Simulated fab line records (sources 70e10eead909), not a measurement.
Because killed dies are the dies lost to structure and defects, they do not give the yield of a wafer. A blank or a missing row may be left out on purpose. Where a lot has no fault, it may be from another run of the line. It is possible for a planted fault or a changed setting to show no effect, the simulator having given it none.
Code-filled problem report in 8D (eight disciplines) form / flow nandHarc / the parts of the form that need people (team, actions taken, sign-off) are left out

== 1. WHAT WENT WRONG ==
Wafers without a fault read 1.003 a.u., standard deviation 0.01; oesProductAu at NHARC_P_BONDPAD_ETCH_24 reads a mean of 0.855 a.u. on 4 wafers belonging to 3 lots. That puts it -15 standard deviations away from the usual mean.
The step: etches the open film in CF4/N2, target depth 30 nm, time 72.99 s.
Seen first at day 7 10:18 on rieDiel-07, wafer L440.4. The record has a number at this step for 33 wafers belonging to 12 lots. The rule behind "out" and "out of limits": a value lying over 4 standard deviations away from the usual mean. All remaining wafers that have a number are taken as sound.

== 2. WHAT IT IS, WHAT IT ISN'T ==
question=which readings at this step | is=oesProductAu | is not=drypumpMotorCurrentA, rfFwdPowerW, rfVppV, showerheadPlenumPTorr
question=which lots | is=L440, L442, L443 | is not=L439, L441, L452, L453, L454, L455, L457, L458, L459
question=which wafers of those lots | is=L440.4, L442.2, L442.4, L443.4 | is not=L440.6, L443.6
question=read on which tools | is=rieDiel-07 | is not=rieDiel-05, rieDiel-09
question=when | is=from day 7 10:18 | is not=up to then (4 sound wafers); but 25 sound wafers of L441, L443, L452, L453, L454, L455, L457, L458, L459 came after

== 3. WHAT RULES OUT EACH SUSPECT ==
Counting: if a tool at a process step up to the reading ran every lot that is out, it stays a suspect. Sound lots after the first of them don't rule it out here, since some wafers of a struck lot are sound.
- rieDiel-07 at NHARC_P_BONDPAD_ETCH_12 (etches the open film in CHF3/O2, target depth 200 nm, time 100 s): kept. It processed each lot that is out (first: L440, day 7 10:18); up to then, its last sound lot is L439 (day 6 22:32). With no start given for some of its lots, NHARC_P_BONDPAD_ETCH_12 uses the hours and lot order of NHARC_P_BONDPAD_ETCH_24.
- rieDiel-07 at NHARC_P_BONDPAD_ETCH_24 (etches the open film in CF4/N2, target depth 30 nm, time 72.99 s): kept. It processed each lot that is out (first: L440, day 7 10:18); up to then, its last sound lot is L439 (day 6 22:32). Its own readings are out on those wafers: oesProductAu.
Remaining after the count are rieDiel-07 at NHARC_P_BONDPAD_ETCH_12 and rieDiel-07 at NHARC_P_BONDPAD_ETCH_24.

== 4. THE CAUSE (what the simulator had put in) ==
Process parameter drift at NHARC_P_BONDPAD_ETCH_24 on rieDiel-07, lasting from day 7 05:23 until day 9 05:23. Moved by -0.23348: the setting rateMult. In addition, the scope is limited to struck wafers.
2 suspects survive the count, and this tool is in that group.

== 5. THE CHAIN OF EFFECTS, in route order ==
Rows list readings where the struck wafers' mean (over those with a number) sits beyond 3 standard deviations from the usual. Scope: only readings with a usual standard deviation given in the record; hours: median across lots of the time from each lot's start at the first step in this table that gives one to its start at this step; sigmas: change in usual standard deviations.
hours=0; step=NHARC_P_BONDPAD_ETCH_24; reading=oesProductAu; usual=1.003 a.u.; on struck wafers=0.855; change=-0.148; sigmas=-15
Process steps it contains:
- NHARC_P_BONDPAD_ETCH_24: etches the open film in CF4/N2, target depth 30 nm, time 72.99 s.

== 6. HOW IT WOULD HAVE BEEN CAUGHT EARLIER ==
First out-of-limits reading in this record: day 7 10:18, which is 5 hours after fault onset at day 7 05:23.
